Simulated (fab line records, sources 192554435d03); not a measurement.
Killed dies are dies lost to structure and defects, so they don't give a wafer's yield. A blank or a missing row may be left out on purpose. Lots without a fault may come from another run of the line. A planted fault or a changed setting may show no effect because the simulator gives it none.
Which tool did it? | flow n5_finfet | 9 lots, 26 wafers sampled, at 6 steps of a route of 1938

WHAT THE GAUGES READ, wafer by wafer
N5_BEOL_M4_RC_MEAS_101.
lot  | measured     | on        | DIBL_N (mV/V)  | DIBL_P (mV/V)  | IOFF_N (nA/um)    | IOFF_P (nA/um) | ION_N (uA/um) | ION_P (uA/um) | SS_N (mV/dec)  | SS_P (mV/dec)  | VT_N (mV)   | VT_P (mV)
L189 | day 8 17:43  | prober-02 | 34.2 34.8 36.8 | 33.1 34.2 35.6 | 0.127 0.133 0.163 | 0.17 0.19 0.21 | 658 660 668   | 450 454 462   | 71.2 70.8 72.0 | 73.0 73.5 72.5 | 253 252 252 | -252 -252 -250
L190 | day 9 12:06  | prober-02 | 34.8 37.0 36.3 | 33.3 35.7 34.5 | 0.133 0.170 0.144 | 0.20 0.24 0.22 | 674 685 658   | 465 464 459   | 70.2 71.5 71.6 | 73.3 72.6 73.3 | 252 248 252 | -249 -247 -247
L195 | day 11 03:57 | prober-01 | 35.2 35.8 37.1 | 33.9 34.4 36.6 | 0.121 0.130 0.148 | 0.16 0.16 0.19 | 656 657 664   | 441 441 452   | 71.2 71.6 71.6 | 73.0 72.5 73.4 | 254 257 252 | -259 -258 -256
L196 | day 11 16:36 | prober-01 | 35.4 34.2 36.1 | 35.6 34.4 38.2 | 0.146 0.130 0.167 | 0.17 0.15 0.20 | 671 657 672   | 458 442 455   | 71.8 72.3 72.0 | 72.9 72.1 73.4 | 250 255 249 | -255 -256 -251
L199 | day 11 20:13 | prober-01 | 34.5 36.1      | 33.8 36.9      | 0.119 0.135       | 0.16 0.20      | 657 658       | 449 459       | 70.7 70.6      | 72.7 73.9      | 256 253     | -254 -252
L205 | day 13 05:35 | prober-01 | 36.0 34.9 36.2 | 35.5 33.7 38.1 | 0.161 0.129 0.158 | 0.20 0.17 0.23 | 663 654 675   | 454 449 464   | 71.7 71.8 72.1 | 72.9 72.5 73.4 | 253 257 253 | -254 -254 -251
L207 | day 13 05:46 | prober-02 | 39.8 34.7 37.9 | 38.1 34.4 36.6 | 0.211 0.128 0.181 | 0.25 0.20 0.24 | 673 667 677   | 456 459 458   | 72.7 70.1 72.7 | 74.5 72.9 73.4 | 243 251 246 | -251 -249 -248
L210 | day 14 19:29 | prober-01 | 36.1 37.3 33.1 | 37.1 39.1 34.9 | 0.157 0.196 0.117 | 0.22 0.26 0.19 | 657 689 652   | 458 472 460   | 71.7 71.7 70.8 | 73.4 73.6 72.5 | 253 247 253 | -250 -248 -250
L211 | day 14 23:20 | prober-02 | 37.0 32.8 32.9 | 37.7 33.8 34.5 | 0.179 0.114 0.119 | 0.27 0.20 0.23 | 671 657 660   | 468 466 464   | 72.1 70.8 70.8 | 73.9 72.3 73.0 | 248 255 249 | -245 -246 -247

N5_BEOL_M7_THK_MEAS_53: measures by xrf.
lot  | measured     | on            | M7_THK (nm)
L189 | day 10 05:43 | film_metro-02 | 81.3 77.4 81.4
L190 | day 10 19:49 | film_metro-01 | 76.8 76.7 81.9
L195 | day 12 09:39 | film_metro-01 | 81.8 187.2 82.3
L196 | day 12 17:59 | film_metro-01 | 74.8 190.8 195.8
L199 | day 13 04:44 | film_metro-02 | 179.3 181.1
L205 | day 14 10:17 | film_metro-02 | 82.5 79.5 79.0
L207 | day 14 16:55 | film_metro-02 | 79.3 84.4 80.6
L210 | day 16 00:21 | film_metro-01 | 82.9 81.1 82.3
L211 | day 16 04:25 | film_metro-01 | 76.1 79.3 79.1

N5_BEOL_M7_INSPECT_58: inspects for defects (darkfield).
lot  | measured     | on                | raw_defect_count
L189 | day 10 05:54 | defect_inspect-01 | 45 46 35
L190 | day 10 19:59 | defect_inspect-01 | 90 48 106
L195 | day 12 09:49 | defect_inspect-01 | 124 1282 63
L196 | day 12 18:08 | defect_inspect-01 | 66 1228 1138
L199 | day 13 04:54 | defect_inspect-02 | 1185 1178
L205 | day 14 10:27 | defect_inspect-01 | 100 54 66
L207 | day 14 17:04 | defect_inspect-01 | 93 66 57
L210 | day 16 00:31 | defect_inspect-02 | 68 75 50
L211 | day 16 04:34 | defect_inspect-02 | 125 85 95

WHICH TOOL RAN EACH LOT (tool, then ch and the chambers of the sampled wafers, then the start)
lot  | N5_BEOL_M7_ETCH_66                 | N5_BEOL_M7_CMP_52             | N5_BEOL_M7_DEP_56
L189 | rie_diel-02 ch 0,1, day 10 01:23   | cmp-01 ch 0,1,3, day 10 05:25 | pecvd-02 ch 0,1, day 10 05:47
L190 | rie_diel-04 ch 0,1, day 10 14:49   | cmp-03 ch 0,1,2, day 10 19:38 | pecvd-01 ch 0,1,2, day 10 19:54
L195 | rie_diel-04 ch 0,2,3, day 12 07:07 | cmp-03 ch 1,2, day 12 09:22   | pecvd-04 ch 0,2, day 12 09:43
L196 | rie_diel-05 ch 1,3, day 12 13:45   | cmp-03 ch 1,2,3, day 12 17:43 | pecvd-04 ch 0,2, day 12 18:02
L199 | rie_diel-05 ch 1,2, day 12 23:49   | cmp-03 ch 0,3, day 13 04:29   | pecvd-04 ch 2, day 13 04:48
L205 | rie_diel-02 ch 0,1,2, day 14 06:58 | cmp-02 ch 0,1,3, day 14 10:00 | pecvd-01 ch 0,1,2, day 14 10:21
L207 | rie_diel-02 ch 1,2,3, day 14 12:47 | cmp-02 ch 0,2,3, day 14 16:37 | pecvd-01 ch 0,1, day 14 16:59
L210 | rie_diel-02 ch 1,3, day 15 21:38   | cmp-03 ch 0,1,3, day 16 00:04 | pecvd-02 ch 0,1, day 16 00:25
L211 | rie_diel-05 ch 1,2, day 16 01:36   | cmp-03 ch 0,2,3, day 16 04:12 | pecvd-04 ch 0,2, day 16 04:29
- N5_BEOL_M7_ETCH_66: etches SOC in N2/H2, target depth 80 nm, overetch 16 nm, time 120 s.
- N5_BEOL_M7_CMP_52: polishes, stops on SiCOH lowk, t overpolish 6.9 s, target thk 80 nm.
- N5_BEOL_M7_DEP_56: deposits SiCN from 3MS/NH3, target thk 10 nm, time 17.5 s.

WHAT THE TOOLS THEMSELVES READ (means of the sampled wafers that have a number; where no wafer has one, the mark that the record gives instead)
N5_BEOL_M7_ETCH_66.
lot  | tool        | chamber_pressure_mTorr (mTorr) | drypump_motor_current_A (A) | oes_product_au (a.u.) | rf_vpp_V (V) | showerhead_plenum_p_Torr (Torr) | throttle_valve_pct (%)
L189 | rie_diel-02 | 29.989                         | 5.3                         | 0.64                  | 523          | 2.50                            | 17.95
L190 | rie_diel-04 | 30.009                         | 5.1                         | 0.58                  | 525          | 2.57                            | 17.78
L195 | rie_diel-04 | 29.997                         | 5.7                         | 0.62                  | 525          | 2.62                            | 18.00
L196 | rie_diel-05 | 29.992                         | 6.0                         | 0.59                  | 526          | 2.64                            | 17.90
L199 | rie_diel-05 | 30.014                         | 5.9                         | 0.56                  | 522          | 2.49                            | 18.11
L205 | rie_diel-02 | 30.004                         | 5.6                         | 0.60                  | 525          | 2.56                            | 17.99
L207 | rie_diel-02 | 30.008                         | 5.6                         | 0.64                  | 524          | 2.55                            | 17.96
L210 | rie_diel-02 | 30.030                         | 5.5                         | 0.64                  | 522          | 2.48                            | 18.03
L211 | rie_diel-05 | 29.992                         | 5.8                         | 0.55                  | 522          | 2.47                            | 18.08

N5_BEOL_M7_CMP_52.
lot  | tool   | barrier_field_endpoint_s (s) | motor_current_A (A) | overpolish_run_s (s) | time_to_endpoint_s (s)
L189 | cmp-01 | 28.6                         | 5.7                 | 6.898                | 61.6
L190 | cmp-03 | 28.9                         | 6.0                 | 6.898                | 61.3
L195 | cmp-03 | 34.7                         | 5.8                 | 4.618                | 68.2
L196 | cmp-03 | 40.6                         | 5.8                 | 2.321                | 74.8
L199 | cmp-03 | 46.7                         | 6.1                 | 0.041                | 81.3
L205 | cmp-02 | 27.6                         | 6.4                 | 6.911                | 57.9
L207 | cmp-02 | 28.8                         | 5.9                 | 6.899                | 59.2
L210 | cmp-03 | 28.8                         | 6.1                 | 6.900                | 60.3
L211 | cmp-03 | 28.8                         | 6.0                 | 6.897                | 59.0

N5_BEOL_M7_DEP_56.
lot  | tool     | showerhead_plenum_p_Torr (Torr) | throttle_valve_pct (%)
L189 | pecvd-02 | 3.662                           | 9.4
L190 | pecvd-01 | 3.666                           | 9.6
L195 | pecvd-04 | 3.672                           | 8.9
L196 | pecvd-04 | 3.658                           | 8.7
L199 | pecvd-04 | 3.647                           | 8.6
L205 | pecvd-01 | 3.666                           | 9.6
L207 | pecvd-01 | 3.665                           | 10.2
L210 | pecvd-02 | 3.671                           | 9.3
L211 | pecvd-04 | 3.659                           | 8.8

THE ANSWER, worked out from the rows above alone
Rule: what is usual is taken from the lots themselves. Put in order of their means at a reading, lots are off if they are a third of the lots or fewer, leave a main group of 4 or more, and stand apart from it by a gap of 3 or more times the standard deviation of the main group's means; of several such gaps the widest counts. A main group whose means are all the same, to the digits that the tables above print for the reading, isn't used. A lot without any number at a reading at which 4 lots or more have one is off too. The other lots that the step has rows for count as sound. The gauges are gone through in route order, then the tools' own readings, and for those a lot's mean is taken as printed above. The first step at which some lot is off is used, and at that step the reading that is off furthest; a lot without a number counts as furthest.
Off: L195, L196, L199, at N5_BEOL_M7_THK_MEAS_53 (M7_THK). The main group: mean 80.1 nm, standard deviation 1.4.
A tool fits if, at a process step before that reading, it ran every lot that is off, and no sound lot after the first of them. The gauges at N5_BEOL_M7_THK_MEAS_53 aren't tried: what is off there is off at N5_BEOL_M7_INSPECT_58 too, on other tools, and a gauge's error can't cause that. None of those tried fits.

WHAT THE SIMULATOR HAD PUT IN
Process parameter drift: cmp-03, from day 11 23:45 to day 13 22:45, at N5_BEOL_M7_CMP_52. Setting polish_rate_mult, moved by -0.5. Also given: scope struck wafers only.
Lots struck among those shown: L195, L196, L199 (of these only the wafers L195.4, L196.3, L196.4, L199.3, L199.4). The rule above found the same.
